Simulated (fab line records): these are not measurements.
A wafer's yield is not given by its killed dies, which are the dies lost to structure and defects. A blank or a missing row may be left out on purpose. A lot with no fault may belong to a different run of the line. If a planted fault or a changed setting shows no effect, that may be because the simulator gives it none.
Matching of chambers	flow n5_finfet	N5_GATE_CUT_PECVD_57 on pecvd-03: 3 sister chambers
The step deposits SiNx from SiH4/NH3/N2, target thk 21 nm. 3 wafers are shown with their chamber, then 10 later ones without.

EACH WAFER AND ITS CHAMBER
wafer	chamber	throttle_valve_pct (%)
L087.4	2	37.5
L088.1	0	40.9
L088.4	1	38.3

WAFERS WHOSE CHAMBER IS MISSING
wafer	throttle_valve_pct (%)
L088.5	41.2
L093.2	37.7
L093.4	37.4
L093.6	38.5
L076.2	41.2
L076.3	38.6
L076.5	41.1
L097.1	38.6
L097.3	41.2
L097.6	38.7

WHICH CHAMBER EACH WENT THROUGH
wafer	from the rows above	in truth
L088.5	0	0
L093.2	can't be placed: 2 or 1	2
L093.4	2	2
L093.6	1	1
L076.2	0	0
L076.3	1	1
L076.5	0	0
L097.1	1	1
L097.3	0	0
L097.6	1	1
Correctly placed: 9 of 10. Can't be placed from these rows: 1 (the true chamber is among the candidates in 1). 0 placed wrongly.
How it was worked out, from the rows above alone: a wafer's distance from a chamber is the root of the sum, over the readings, of the square of ((its reading less the chamber's mean) divided by the reading's scatter). The wafer belongs to the nearest chamber; if the next one is less than 2 further off, it can't be placed. Each chamber's mean is taken over the wafers shown for it. The scatter (one wafer shown for each chamber): square how far every hidden wafer sits from the nearest shown wafer, average those squares and take the square root.
